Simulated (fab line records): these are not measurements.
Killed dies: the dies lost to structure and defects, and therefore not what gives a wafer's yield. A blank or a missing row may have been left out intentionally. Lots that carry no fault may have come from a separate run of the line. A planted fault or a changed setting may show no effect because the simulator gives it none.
fab line records	flow n5Finfet	part 1 of 2: steps 1 to 23 of 28
record lots=5	wafers=15	lastDay=16
route steps=1938 shown BEOL_M7@1326 BEOL_M8@1332
lots with no fault: from the same line, run without faults
startH: hours from the record's first day to the start of the lot's first wafer shown	waitH: hours since the lot's step before	" as in the row above	L1.1+2: several wafers, shown together as one row	- no value, or no start given	* or withheld: withheld	< > ~ a bound
route shown NAME@n: names a module that has steps shown in the file, with the first one's number in the route	usual: mean and standard deviation over wafers with no fault	same: alike in all rows	chamber/n: place in a boat	sites: per-site readings	_std_site: the standard deviation of these	_edge_site: mean of outer sites minus mean of inner sites	radiusMm: for every site, how far away it sits from the centre of the wafer	mask NAME#n: copy n	behind: the tool/chamber that last shaped the wafer	hold: what put the lot on hold/how long, in hours/how the hold closed	device: whichever transistor did not switch (one of n, p or np)	end of line: the route-end tests of the same wafers	where a step has no rows: the recipe by itself	killed: dies lost to structure and defects at the first sort, not the wafer's yield	map: a wafer's dies, marking killed ones x, the rest . and places with no die _
set.NAME: setting as actually run; set.NAME@STEP: the setting as run at that earlier step	model.NAME: the simulator's own value behind a step, which no gauge read
lots at some steps of the route; a table a step, a row a wafer
services: from which hour (startH, from the record's first day; less than 0 if before it) a tool's chamber was out of use, for how many hours, and why
## steps
# step N5_BEOL_M7_CMP_52
# recipe stopOn=SiCOH_lowk	tOverpolishS=6.9	downForcePsi=1	platenRpm=50	clearingPlatenDownForcePsi=1.5	clearingPlatenRpm=50	postCmpClean=cuAlkaline	targetThkNm=80	clearingPlatenPadVelocityMS=0.99484	padVelocityMS=0.99484
# usual barrierFieldEndpointS=29.1/0.72	motorCurrentA=5.8/0.62	overpolishRunS=6.899/0.0089	timeToEndpointS=63/3.3
lot.wafer	tool	chamber	startH	waitH	barrierFieldEndpointS	motorCurrentA	overpolishRunS	timeToEndpointS
L075.2	cmp-01	3	222.83	0.2	28.3	6.4	6.890	59
L075.1	"	0	"	"	28.7	4.9	6.895	58
L075.5	"	3	"	"	28.2	6.8	6.908	57
L077.2	cmp-01	1	233.62	0.3	28.5	5.2	6.898	60
L077.3	"	2	"	"	29.2	6.1	6.910	64
L077.1	"	3	"	"	29.1	6.3	6.914	59
L083.4	cmp-03	0	275.98	0.1	30.1	5.9	6.899	66
L083.3	"	1	"	"	29.9	6.4	6.902	69
L083.6	"	1	"	"	31.0	6.3	6.906	72
L085.1	cmp-01	2	283.11	0.3	29.5	6.0	6.904	63
L085.3	"	0	"	"	29.2	5.0	6.894	62
L085.6	"	2	"	"	29.5	6.0	6.906	67
L092.2	cmp-02	0	323.08	0.2	30.6	5.4	6.896	69
L092.3	"	2	"	"	29.9	6.5	6.904	67
L092.6	"	0	"	"	29.5	5.6	6.903	65
# step N5_BEOL_M7_THK_MEAS_53
# recipe thkMeasGauge=xrf	reads=Cu_of_BEOL_M7_ECD_50
# usual M7_THK=79.7/2.7
lot.wafer	tool	chamber	startH	waitH	M7_THK[nm]
L075.1	filmMetro-02	-	223.10	0.2	81.5
L075.2	"	-	"	"	77.7
L075.5	"	-	"	"	79.9
L077.1	filmMetro-02	-	233.87	-	78.9
L077.2	"	-	"	"	77.6
L077.3	"	-	"	"	80.9
L083.3	filmMetro-01	-	276.28	-	81.6
L083.4	"	-	"	"	74.0
L083.6	"	-	"	"	81.8
L085.1	filmMetro-01	-	283.40	-	81.3
L085.3	"	-	"	"	80.7
L085.6	"	-	"	"	81.2
L092.2	filmMetro-01	-	323.37	-	79.9
L092.3	"	-	"	"	77.5
L092.6	"	-	"	"	79.6
# step N5_BEOL_M7_PRE_CLEAN_55
# recipe gas=NH3	timeS=15	tempC=withheld	rfPowerW=300
lot.wafer	tool	chamber	startH	waitH
L075.1+2+5	pecvd-03	1,0,1	223.14	0.0
L077.1+2+3	pecvd-01	1,2,0	233.91	0.0
L083.3+4+6	pecvd-03	2,1,2	276.31	0.0
L085.1+3+6	pecvd-01	1,0,1	283.44	0.0
L092.2+3+6	pecvd-02	2,0,2	323.41	0.0
# step N5_BEOL_M7_DEP_56
# recipe material=SiCN	targetThkA=100	tempC=withheld	precursor=3MS/NH3	pressureTorr=3	rfW=202	timeS=17.5
# usual showerheadPlenumPTorr=3.658/0.009	throttleValvePct=9.2/0.65
lot.wafer	tool	chamber	startH	waitH	showerheadPlenumPTorr	throttleValvePct
L075.1	pecvd-03	1	223.16	0.0	3.661	9.8
L075.2	"	0	"	"	3.648	9.7
L075.5	"	1	"	"	3.675	9.9
L077.1	pecvd-01	1	233.94	0.0	3.668	10.0
L077.2	"	2	"	"	3.664	8.6
L077.3	"	0	"	"	3.653	10.2
L083.3	pecvd-03	2	276.34	0.0	3.664	8.8
L083.4	"	1	"	"	3.654	10.0
L083.6	"	2	"	"	3.658	8.8
L085.1	pecvd-01	1	283.46	0.0	3.663	10.2
L085.3	"	0	"	"	3.654	10.2
L085.6	"	1	"	"	3.666	10.0
L092.2	pecvd-02	2	323.43	0.0	3.669	8.3
L092.3	"	0	"	"	3.638	9.0
L092.6	"	2	"	"	3.668	8.4
# step N5_BEOL_M7_RS_MEAS_57
# recipe thkMeasGauge=four-point-probe	reads=Cu_of_BEOL_M7_ECD_50+Co_of_BEOL_M7_CVD_78+TaN_of_BEOL_M7_ALD_77
# usual M7_RS=0.288/0.012
lot.wafer	tool	chamber	startH	waitH	M7_RS[ohm/sq]
L075.1	filmMetro-01	-	223.23	0.1	0.280
L075.2	"	-	"	"	0.296
L075.5	"	-	"	"	0.286
L077.1	filmMetro-02	-	234.00	0.1	0.289
L077.2	"	-	"	"	0.294
L077.3	"	-	"	"	0.281
L083.3	filmMetro-02	-	276.41	0.1	0.283
L083.4	"	-	"	"	0.317
L083.6	"	-	"	"	0.281
L085.1	filmMetro-01	-	283.53	0.1	0.282
L085.3	"	-	"	"	0.284
L085.6	"	-	"	"	0.282
L092.2	filmMetro-01	-	323.50	0.1	0.285
L092.3	"	-	"	"	0.297
L092.6	"	-	"	"	0.286
# step N5_BEOL_M7_INSPECT_58
# recipe inspectInstrument=darkfield	mode=postDep
# usual rawDefectCount=76/24
lot.wafer	tool	chamber	startH	waitH	rawDefectCount
L075.1	defectInspect-01	-	223.26	0.0	82
L075.2	"	-	"	"	36
L075.5	"	-	"	"	79
L077.1	defectInspect-02	-	234.03	0.0	50
L077.2	"	-	"	"	42
L077.3	"	-	"	"	72
L083.3	defectInspect-01	-	276.43	0.0	92
L083.4	"	-	"	"	93
L083.6	"	-	"	"	87
L085.1	defectInspect-02	-	283.56	0.0	60
L085.3	"	-	"	"	61
L085.6	"	-	"	"	83
L092.2	defectInspect-02	-	323.53	0.0	67
L092.3	"	-	"	"	78
L092.6	"	-	"	"	74
# step N5_BEOL_M8_ILD_DEP_00
# recipe material=SiCOH_lowk	targetThkA=1797.5	tempC=300	precursor=DEMS/porogen	pressureTorr=5	rfW=500	timeS=33.4
# usual heaterPowerW=343/59	showerheadPlenumPTorr=5.732/0.011	susceptorTempC=300.00/0.19	throttleValvePct=13.8/0.74
lot.wafer	tool	chamber	startH	waitH	heaterPowerW	showerheadPlenumPTorr	susceptorTempC	throttleValvePct
L075.1	pecvd-03	0	223.30	0.0	393	5.732	300.15	14.6
L075.2	"	2	"	"	312	5.739	300.42	13.4
L075.5	"	2	"	"	307	5.728	299.93	13.7
L077.1	pecvd-03	0	234.07	0.0	336	5.722	300.11	14.6
L077.2	"	2	"	"	330	5.725	299.97	13.7
L077.3	"	1	"	"	358	5.748	299.99	15.0
L083.3	pecvd-04	1	276.47	0.0	369	5.726	299.89	13.3
L083.4	"	0	"	"	397	5.748	300.06	13.1
L083.6	"	2	"	"	335	5.717	299.96	13.7
L085.1	pecvd-02	1	283.60	0.0	282	5.738	300.08	14.0
L085.3	"	2	"	"	411	5.721	299.87	12.9
L085.6	"	2	"	"	426	5.759	300.06	12.6
L092.2	pecvd-04	2	323.57	0.0	313	5.723	299.90	13.9
L092.3	"	0	"	"	412	5.735	299.51	12.8
L092.6	"	2	"	"	322	5.738	299.84	13.6
# step N5_BEOL_M8_CURE_74
# recipe tempC=385	timeS=240	ambient=He/Ar	material=SiCOH_lowk
# usual lampPowerPct=52.32/0.05	wafer_temp_C_max=386.7/0.85
lot.wafer	tool	chamber	startH	waitH	lampPowerPct	wafer_temp_C_max
L075.1	uvCure-03	2	223.36	0.0	52.35	387.1
L075.2	"	2	"	"	52.30	386.4
L075.5	"	2	"	"	52.38	388.1
L077.1	uvCure-02	2	234.21	0.1	52.24	386.5
L077.2	"	2	"	"	52.31	386.0
L077.3	"	2	"	"	52.35	387.3
L083.3	uvCure-02	2	276.82	0.3	52.29	386.6
L083.4	"	2	"	"	52.35	386.2
L083.6	"	2	"	"	52.34	386.5
L085.1	uvCure-03	0	283.66	0.0	52.35	388.0
L085.3	"	0	"	"	52.34	387.8
L085.6	"	0	"	"	52.31	388.3
L092.2	uvCure-03	2	323.71	0.1	52.32	387.2
L092.3	"	2	"	"	52.26	387.7
L092.6	"	2	"	"	52.28	387.2
# step N5_BEOL_M8_THK_MEAS_01
# recipe reads=SiCOH_lowk_of_BEOL_M8_ILD_DEP_00
# usual M8_ILD_THK=155.5/2.5
lot.wafer	tool	chamber	startH	waitH	M8_ILD_THK[nm]
L075.1	filmMetro-01	-	223.87	0.4	154.3
L075.2	"	-	"	"	156.9
L075.5	"	-	"	"	159.1
L077.1	filmMetro-01	-	234.73	0.4	153.5
L077.2	"	-	"	"	154.7
L077.3	"	-	"	"	150.3
L083.3	filmMetro-02	-	277.18	0.3	154.2
L083.4	"	-	"	"	158.6
L083.6	"	-	"	"	153.8
L085.1	filmMetro-02	-	284.65	0.8	153.7
L085.3	"	-	"	"	152.6
L085.6	"	-	"	"	154.0
L092.2	filmMetro-02	-	324.14	0.4	155.7
L092.3	"	-	"	"	157.8
L092.6	"	-	"	"	158.6
# step N5_BEOL_M8_PECVD_70
# recipe material=SiO2	targetThkA=200	tempC=400	precursor=TEOS/O2	pressureTorr=5.5	rfW=450	teosFlowSccm=53.8	gas=O2	flowSccm=3000	timeS=22.7
# usual heaterPowerW=780/100	showerheadPlenumPTorr=8.75/0.042	susceptorTempC=400.04/0.21	throttleValvePct=22.1/1.1
lot.wafer	tool	chamber	startH	waitH	heaterPowerW	showerheadPlenumPTorr	susceptorTempC	throttleValvePct
L075.1	pecvd-03	0	223.91	0.0	771	8.70	400.13	23.7
L075.2	"	1	"	"	907	8.77	400.06	24.3
L075.5	"	0	"	"	742	8.67	400.35	23.5
L077.1	pecvd-03	2	234.76	0.0	759	8.77	400.14	21.5
L077.2	"	0	"	"	888	8.69	400.15	23.4
L077.3	"	1	"	"	848	8.77	399.66	24.8
L083.3	pecvd-04	0	277.21	0.0	815	8.80	400.02	21.0
L083.4	"	2	"	"	695	8.75	400.31	21.9
L083.6	"	1	"	"	704	8.70	399.95	21.4
L085.1	pecvd-02	2	284.69	0.0	891	8.83	400.03	20.6
L085.3	"	1	"	"	673	8.79	400.13	22.3
L085.6	"	2	"	"	874	8.80	400.10	20.7
L092.2	pecvd-02	2	324.18	0.0	821	8.81	400.26	20.7
L092.3	"	1	"	"	673	8.81	400.07	22.2
L092.6	"	2	"	"	824	8.79	399.83	21.0
# step N5_BEOL_M8_HM_DEP_02
# recipe material=TiN	targetThkA=200	tempC=25	chamberPressurePa=0.49996
# usual susceptorTempC=25.01/0.12	throttleValvePct=30.0/0.84
lot.wafer	tool	chamber	startH	waitH	susceptorTempC	throttleValvePct
L075.1	pvdSputter-01	-	225.46	1.5	25.04	30.9
L075.2	"	-	"	"	25.01	30.7
L075.5	"	-	"	"	25.12	30.4
L077.1	pvdSputter-03	-	235.01	0.2	24.95	31.1
L077.2	"	-	"	"	25.21	28.7
L077.3	"	-	"	"	25.09	29.3
L083.3	pvdSputter-01	-	279.25	2.0	25.09	30.3
L083.4	"	-	"	"	24.99	30.8
L083.6	"	-	"	"	25.00	30.3
L085.1	pvdSputter-03	-	285.00	0.3	25.09	29.4
L085.3	"	-	"	"	25.00	29.4
L085.6	"	-	"	"	25.14	29.3
L092.2	pvdSputter-03	-	324.56	0.4	25.10	29.4
L092.3	"	-	"	"	24.85	30.9
L092.6	"	-	"	"	25.01	29.4
# step N5_BEOL_M8_COAT_59
# recipe resist=SOC	tempC=250	timeS=60	spinRpm=1500	resistThkNm=100
# usual dispensePressureKPa=51/4.2	heaterPowerTotalW=500.4/1.7	plateTempC=250.03/0.16
lot.wafer	tool	chamber	startH	waitH	dispensePressureKPa	heaterPowerTotalW	plateTempC
L075.1	lithoTrack-01	0	225.59	0.1	50	499.4	250.01
L075.2	"	0	"	"	50	499.3	249.82
L075.5	"	0	"	"	50	497.3	249.95
L077.1	lithoTrack-01	0	235.13	0.1	50	498.9	250.16
L077.2	"	0	"	"	50	502.2	250.15
L077.3	"	0	"	"	50	502.0	250.24
L083.3	lithoTrack-01	0	279.38	0.1	50	501.8	249.86
L083.4	"	0	"	"	50	502.4	250.16
L083.6	"	0	"	"	50	501.4	249.95
L085.1	lithoTrack-03	0	285.13	0.1	47	503.0	249.90
L085.3	"	0	"	"	47	497.7	250.26
L085.6	"	0	"	"	47	502.8	250.03
L092.2	lithoTrack-01	0	324.68	0.1	50	502.3	249.95
L092.3	"	0	"	"	50	498.7	249.97
L092.6	"	0	"	"	50	501.6	250.00
# step N5_BEOL_M8_COAT_60
# recipe resist=SiARC	tempC=220	timeS=60	spinRpm=1500	resistThkNm=35
# usual dispensePressureKPa=51/4.2	heaterPowerTotalW=427.4/2.2	plateTempC=219.95/0.15
lot.wafer	tool	chamber	startH	waitH	dispensePressureKPa	heaterPowerTotalW	plateTempC
L075.1	lithoTrack-01	0	-	-	50	426.4	219.97
L075.2	"	0	"	"	50	427.4	220.17
L075.5	"	0	"	"	50	430.5	219.90
L077.1	lithoTrack-01	0	-	-	50	427.7	219.83
L077.2	"	0	"	"	50	430.9	220.17
L077.3	"	0	"	"	50	424.7	220.27
L083.3	lithoTrack-01	0	-	-	50	425.1	219.85
L083.4	"	0	"	"	50	428.6	219.78
L083.6	"	0	"	"	50	424.4	219.90
L085.1	lithoTrack-03	0	-	-	47	428.7	219.95
L085.3	"	0	"	"	47	424.2	219.99
L085.6	"	0	"	"	47	426.3	220.05
L092.2	lithoTrack-01	0	-	-	50	427.9	220.18
L092.3	"	0	"	"	50	430.3	220.03
L092.6	"	0	"	"	50	427.1	219.78
# step N5_BEOL_M8_COAT_05
# recipe resist=CAR-ArF	spinRpm=1500	resistThkNm=90
# usual dispensePressureKPa=51/4.2
lot.wafer	tool	chamber	startH	waitH	dispensePressureKPa
L075.1	lithoTrack-01	0	-	-	50
L075.2	"	0	"	"	50
L075.5	"	0	"	"	50
L077.1	lithoTrack-01	0	-	-	50
L077.2	"	0	"	"	50
L077.3	"	0	"	"	50
L083.3	lithoTrack-01	0	-	-	50
L083.4	"	0	"	"	50
L083.6	"	0	"	"	50
L085.1	lithoTrack-03	0	-	-	47
L085.3	"	0	"	"	47
L085.6	"	0	"	"	47
L092.2	lithoTrack-01	0	-	-	50
L092.3	"	0	"	"	50
L092.6	"	0	"	"	50
# step N5_BEOL_M8_EBR_07
# recipe solvent=PGMEA	ebrWidthMm=1.5
lot.wafer	tool	chamber	startH	waitH
L075.1+2+5	lithoTrack-01	0	-	-
L077.1+2+3	lithoTrack-01	0	-	-
L083.3+4+6	lithoTrack-01	0	-	-
L085.1+3+6	lithoTrack-03	0	-	-
L092.2+3+6	lithoTrack-01	0	-	-
# step N5_BEOL_M8_SOFTBAKE_06
# recipe tempC=110	timeS=60	resist=CAR-ArF
# usual heaterPowerTotalW=175.5/1.6	plateTempC=110.00/0.13
lot.wafer	tool	chamber	startH	waitH	heaterPowerTotalW	plateTempC
L075.1	lithoTrack-01	0	-	-	172.9	110.01
L075.2	"	0	"	"	173.6	109.96
L075.5	"	0	"	"	176.3	109.88
L077.1	lithoTrack-01	0	-	-	175.0	110.10
L077.2	"	0	"	"	176.4	110.06
L077.3	"	0	"	"	173.3	110.02
L083.3	lithoTrack-01	0	-	-	174.2	109.86
L083.4	"	0	"	"	173.1	109.75
L083.6	"	0	"	"	173.0	109.93
L085.1	lithoTrack-03	0	-	-	177.2	110.04
L085.3	"	0	"	"	177.1	109.85
L085.6	"	0	"	"	177.6	109.92
L092.2	lithoTrack-01	0	-	-	174.6	110.15
L092.3	"	0	"	"	176.8	110.13
L092.6	"	0	"	"	176.2	110.02
# step N5_BEOL_M8_EXPOSE_08
# recipe maskId=M8	na=1.35	sourceShape=dipole	sigmaInner=0.817	sigmaOuter=0.97	polarization=te	doseMj=68.25
lot.wafer	tool	chamber	startH	waitH	mask
L075.1+2+5	arfiScanner-01	0	225.83	-	M8#0
L077.1+2+3	arfiScanner-01	0	235.37	-	M8#0
L083.3+4+6	arfiScanner-03	0	279.63	-	M8#0
L085.1+3+6	arfiScanner-01	0	285.37	-	M8#0
L092.2+3+6	arfiScanner-01	0	324.93	-	M8#0
# step N5_BEOL_M8_PEB_09
# recipe pebTempC=withheld	pebTimeS=60	resist=CAR-ArF
lot.wafer	tool	chamber	startH	waitH
L075.1+2+5	lithoTrack-05	0	225.89	0.1
L077.1+2+3	lithoTrack-01	0	235.44	0.1
L083.3+4+6	lithoTrack-01	0	279.68	0.0
L085.1+3+6	lithoTrack-05	0	285.43	0.1
L092.2+3+6	lithoTrack-01	0	324.99	0.0
# step N5_BEOL_M8_DEVELOP_10
# recipe developTimeS=30	developer=TMAH	resist=CAR-ArF	rinseLiquid=diw	dry=airSpin	devTempC=23
# usual developerTempC=23.03/0.094
lot.wafer	tool	chamber	startH	waitH	developerTempC
L075.1	lithoTrack-05	0	-	-	23.10
L075.2	"	0	"	"	23.23
L075.5	"	0	"	"	23.02
L077.1	lithoTrack-01	0	-	-	23.04
L077.2	"	0	"	"	23.05
L077.3	"	0	"	"	23.01
L083.3	lithoTrack-01	0	-	-	22.87
L083.4	"	0	"	"	23.04
L083.6	"	0	"	"	22.97
L085.1	lithoTrack-05	0	-	-	23.12
L085.3	"	0	"	"	22.98
L085.6	"	0	"	"	23.04
L092.2	lithoTrack-01	0	-	-	22.95
L092.3	"	0	"	"	23.15
L092.6	"	0	"	"	22.99
# step N5_BEOL_M8_CD_MEAS_11
# recipe targetCdNm=38.5	landingEnergyEv=500	detector=seInlens	polarity=opening
# usual cdNm=38.4/0.71
lot.wafer	tool	chamber	startH	waitH	cdNm
L075.1	cdSem-01	0	225.96	-	38.9
L075.2	"	0	"	"	37.1
L075.5	"	0	"	"	38.1
L077.1	cdSem-02	0	235.50	-	38.2
L077.2	"	0	"	"	39.5
L077.3	"	0	"	"	38.0
L083.3	cdSem-03	0	279.75	-	38.4
L083.4	"	0	"	"	38.8
L083.6	"	0	"	"	39.0
L085.1	cdSem-01	0	285.50	-	38.3
L085.3	"	0	"	"	38.4
L085.6	"	0	"	"	38.9
L092.2	cdSem-03	0	325.06	-	37.9
L092.3	"	0	"	"	39.3
L092.6	"	0	"	"	38.7
# step N5_BEOL_M8_OVL_MEAS_12
# recipe pointsPerWafer=44
# usual M8_OVL=-0.2/0.65
# same pointsPerWafer=44
lot.wafer	tool	chamber	startH	waitH	M8_OVL[nm]
L075.1	overlay-01	0	225.99	0.0	-0.8
L075.2	"	0	"	"	0.0
L075.5	"	0	"	"	-0.2
L077.1	overlay-01	0	235.53	0.0	-0.3
L077.2	"	0	"	"	-0.2
L077.3	"	0	"	"	-0.4
L083.3	overlay-01	0	279.78	0.0	0.0
L083.4	"	0	"	"	-0.1
L083.6	"	0	"	"	1.0
L085.1	overlay-01	0	285.53	0.0	-0.6
L085.3	"	0	"	"	-0.4
L085.6	"	0	"	"	-0.4
L092.2	overlay-01	0	325.09	0.0	0.8
L092.3	"	0	"	"	0.0
L092.6	"	0	"	"	-0.2
# step N5_BEOL_M8_INSPECT_13
# recipe mode=adi	inspectInstrument=brightfield
# usual rawDefectCount=442/120
lot.wafer	tool	chamber	startH	waitH	rawDefectCount
L075.1	defectInspect-01	-	226.02	0.0	563
L075.2	"	-	"	"	479
L075.5	"	-	"	"	529
L077.1	defectInspect-01	-	235.56	0.0	238
L077.2	"	-	"	"	370
L077.3	"	-	"	"	368
L083.3	defectInspect-01	-	279.80	0.0	760
L083.4	"	-	"	"	559
L083.6	"	-	"	"	856
L085.1	defectInspect-02	-	285.55	0.0	354
L085.3	"	-	"	"	435
L085.6	"	-	"	"	414
L092.2	defectInspect-01	-	325.11	0.0	456
L092.3	"	-	"	"	602
L092.6	"	-	"	"	499
# step N5_BEOL_M8_DESCUM_16
# recipe chemistry=O2	timeS=7.9	sourcePowerW=50	biasPowerW=20	pressureMtorr=20	rfFrequencyHz=2.712e+07	tempC=40	resist=CAR-ArF	o2FlowSccm=225
# usual drypumpMotorCurrentA=5.7/0.47	o2FlowSccm=224.9/0.7	oesProductAu=0.77/0.093	rfVppV=243.0/1.4	showerheadPlenumPTorr=2.08/0.063	throttleValvePct=20.4/0.31
lot.wafer	tool	chamber	startH	waitH	drypumpMotorCurrentA	o2FlowSccm	oesProductAu	rfHoursCounterH	rfVppV	showerheadPlenumPTorr	throttleValvePct
L075.1	rieDiel-05	2	226.29	0.3	5.1	223.9	0.71	196	245.0	2.15	20.3
L075.2	"	1	"	"	5.3	224.0	0.82	96	244.3	2.18	20.0
L075.5	"	0	"	"	5.4	225.9	0.67	-	242.9	2.06	20.6
L077.1	rieDiel-01	0	235.59	0.0	5.2	225.2	0.70	238	243.9	2.16	20.7
L077.2	"	2	"	"	5.3	225.4	0.82	100	243.8	2.10	20.0
L077.3	"	1	"	"	6.0	224.7	0.70	224	241.0	2.02	20.9
L083.3	rieDiel-06	2	279.84	0.0	5.8	223.2	0.81	105	241.2	2.03	20.5
L083.4	"	1	"	"	5.6	225.9	0.90	45	242.8	2.05	20.4
L083.6	"	0	"	"	5.6	225.2	0.74	-	242.7	2.01	20.8
L085.1	rieDiel-01	1	285.59	0.0	6.0	224.5	0.69	244	240.6	2.01	20.9
L085.3	"	2	"	"	5.3	224.2	0.81	117	243.6	2.09	20.0
L085.6	"	3	"	"	6.6	224.5	0.66	-	245.5	2.15	20.2
L092.2	rieDiel-06	1	325.38	0.3	5.5	224.7	0.87	64	242.3	2.05	20.4
L092.3	"	2	"	"	5.9	224.2	0.80	120	241.0	2.02	20.5
L092.6	"	1	"	"	5.6	224.2	0.87	-	241.3	2.05	20.4
